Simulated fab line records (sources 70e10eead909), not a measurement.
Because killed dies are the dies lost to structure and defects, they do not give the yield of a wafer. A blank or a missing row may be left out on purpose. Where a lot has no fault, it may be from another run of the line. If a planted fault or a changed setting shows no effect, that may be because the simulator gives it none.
Chamber matching || flow nand harc || NHARC_P_M1_STRIP_18 on rie diel-13 has 4 sister chambers
The step strips in N2/H2. 22 wafers are shown with their chamber, then 11 later ones without.

## WAFERS, EACH WITH ITS CHAMBER
{"wafer": "L075.2", "chamber": 1, "drypump motor current A (A)": 6.4, "showerhead plenum p Torr (Torr)": 1.99, "oes product au (a.u.)": 0.985}
{"wafer": "L075.3", "chamber": 3, "drypump motor current A (A)": 5.1, "showerhead plenum p Torr (Torr)": 2.03, "oes product au (a.u.)": 1.013}
{"wafer": "L075.4", "chamber": 0, "drypump motor current A (A)": 5.5, "showerhead plenum p Torr (Torr)": 2.10, "oes product au (a.u.)": 1.016}
{"wafer": "L079.3", "chamber": 1, "drypump motor current A (A)": 6.4, "showerhead plenum p Torr (Torr)": 1.99, "oes product au (a.u.)": 1.002}
{"wafer": "L079.5", "chamber": 0, "drypump motor current A (A)": 5.5, "showerhead plenum p Torr (Torr)": 2.09, "oes product au (a.u.)": 0.993}
{"wafer": "L079.6", "chamber": 3, "drypump motor current A (A)": 5.1, "showerhead plenum p Torr (Torr)": 2.03, "oes product au (a.u.)": 1.001}
{"wafer": "L080.1", "chamber": 1, "drypump motor current A (A)": 6.4, "showerhead plenum p Torr (Torr)": 1.99, "oes product au (a.u.)": 1.002}
{"wafer": "L080.4", "chamber": 2, "drypump motor current A (A)": 5.4, "showerhead plenum p Torr (Torr)": 1.99, "oes product au (a.u.)": 0.990}
{"wafer": "L080.5", "chamber": 1, "drypump motor current A (A)": 6.4, "showerhead plenum p Torr (Torr)": 1.99, "oes product au (a.u.)": 0.992}
{"wafer": "L081.2", "chamber": 1, "drypump motor current A (A)": 6.4, "showerhead plenum p Torr (Torr)": 1.99, "oes product au (a.u.)": 0.973}
{"wafer": "L081.3", "chamber": 2, "drypump motor current A (A)": 5.4, "showerhead plenum p Torr (Torr)": 1.98, "oes product au (a.u.)": 0.970}
{"wafer": "L081.6", "chamber": 2, "drypump motor current A (A)": 5.4, "showerhead plenum p Torr (Torr)": 1.98, "oes product au (a.u.)": 0.985}
{"wafer": "L082.1", "chamber": 0, "drypump motor current A (A)": 5.5, "showerhead plenum p Torr (Torr)": 2.09, "oes product au (a.u.)": 0.994}
{"wafer": "L082.4", "chamber": 1, "drypump motor current A (A)": 6.4, "showerhead plenum p Torr (Torr)": 1.99, "oes product au (a.u.)": 0.999}
{"wafer": "L082.5", "chamber": 2, "drypump motor current A (A)": 5.4, "showerhead plenum p Torr (Torr)": 1.98, "oes product au (a.u.)": 0.981}
{"wafer": "L087.1", "chamber": 2, "drypump motor current A (A)": 5.3, "showerhead plenum p Torr (Torr)": 1.98, "oes product au (a.u.)": 0.982}
{"wafer": "L087.2", "chamber": 0, "drypump motor current A (A)": 5.5, "showerhead plenum p Torr (Torr)": 2.09, "oes product au (a.u.)": 0.980}
{"wafer": "L087.6", "chamber": 1, "drypump motor current A (A)": 6.4, "showerhead plenum p Torr (Torr)": 1.99, "oes product au (a.u.)": 0.987}
{"wafer": "L089.3", "chamber": 0, "drypump motor current A (A)": 5.5, "showerhead plenum p Torr (Torr)": 2.09, "oes product au (a.u.)": 0.993}
{"wafer": "L089.5", "chamber": 1, "drypump motor current A (A)": 6.4, "showerhead plenum p Torr (Torr)": 1.99, "oes product au (a.u.)": 1.001}
{"wafer": "L089.6", "chamber": 0, "drypump motor current A (A)": 5.5, "showerhead plenum p Torr (Torr)": 2.09, "oes product au (a.u.)": 0.994}
{"wafer": "L090.1", "chamber": 0, "drypump motor current A (A)": 5.5, "showerhead plenum p Torr (Torr)": 2.09, "oes product au (a.u.)": 0.997}

SIGNATURES (averages over the wafers above)
{"reading": "drypump motor current A", "chamber 0": 5.500, "chamber 1": 6.400, "chamber 2": 5.380, "chamber 3": 5.100, "scatter within a chamber": 0.0211}
{"reading": "showerhead plenum p Torr", "chamber 0": 2.0914, "chamber 1": 1.9900, "chamber 2": 1.9820, "chamber 3": 2.0300, "scatter within a chamber": 0.00303}
{"reading": "oes product au", "chamber 0": 0.99529, "chamber 1": 0.99262, "chamber 2": 0.98160, "chamber 3": 1.00700, "scatter within a chamber": 0.00981}
Rule: for each reading, subtract the chamber's mean from the wafer's reading, divide by that reading's scatter and square the result; add these up over the readings and take the root, which gives the wafer's distance from the chamber. The wafer belongs to the nearest chamber; if the next one is less than 2 further off, it can't be placed. The scatter: the root of (the sum of the squares of (reading less its chamber's mean) over the shown wafers, divided by (wafers less chambers)).

## WAFERS MISSING THEIR CHAMBER
{"wafer": "L090.2", "drypump motor current A (A)": 5.4, "showerhead plenum p Torr (Torr)": 1.98, "oes product au (a.u.)": 0.978}
{"wafer": "L090.4", "drypump motor current A (A)": 5.1, "showerhead plenum p Torr (Torr)": 2.02, "oes product au (a.u.)": 0.985}
{"wafer": "L091.4", "drypump motor current A (A)": 5.1, "showerhead plenum p Torr (Torr)": 2.02, "oes product au (a.u.)": 0.996}
{"wafer": "L091.5", "drypump motor current A (A)": 6.4, "showerhead plenum p Torr (Torr)": 1.99, "oes product au (a.u.)": 0.992}
{"wafer": "L091.6", "drypump motor current A (A)": 5.5, "showerhead plenum p Torr (Torr)": 2.09, "oes product au (a.u.)": 0.990}
{"wafer": "L094.1", "drypump motor current A (A)": 5.4, "showerhead plenum p Torr (Torr)": 1.98, "oes product au (a.u.)": 0.965}
{"wafer": "L094.4", "drypump motor current A (A)": 5.1, "showerhead plenum p Torr (Torr)": 2.02, "oes product au (a.u.)": 0.979}
{"wafer": "L094.5", "drypump motor current A (A)": 6.4, "showerhead plenum p Torr (Torr)": 1.99, "oes product au (a.u.)": 0.983}
{"wafer": "L097.1", "drypump motor current A (A)": 5.4, "showerhead plenum p Torr (Torr)": 1.98, "oes product au (a.u.)": 0.986}
{"wafer": "L097.3", "drypump motor current A (A)": 6.4, "showerhead plenum p Torr (Torr)": 1.99, "oes product au (a.u.)": 1.007}
{"wafer": "L097.4", "drypump motor current A (A)": 5.5, "showerhead plenum p Torr (Torr)": 2.09, "oes product au (a.u.)": 1.010}

## WHICH CHAMBER EACH WENT THROUGH
{"wafer": "L090.2", "from the rows above": 2, "in truth": 2}
{"wafer": "L090.4", "from the rows above": 3, "in truth": 3}
{"wafer": "L091.4", "from the rows above": 3, "in truth": 3}
{"wafer": "L091.5", "from the rows above": 1, "in truth": 1}
{"wafer": "L091.6", "from the rows above": 0, "in truth": 0}
{"wafer": "L094.1", "from the rows above": 2, "in truth": 2}
{"wafer": "L094.4", "from the rows above": 3, "in truth": 3}
{"wafer": "L094.5", "from the rows above": 1, "in truth": 1}
{"wafer": "L097.1", "from the rows above": 2, "in truth": 2}
{"wafer": "L097.3", "from the rows above": 1, "in truth": 1}
{"wafer": "L097.4", "from the rows above": 0, "in truth": 0}
Correct placement for 11 of the 11. Left unplaced by these rows: 0. Number placed wrongly: 0.
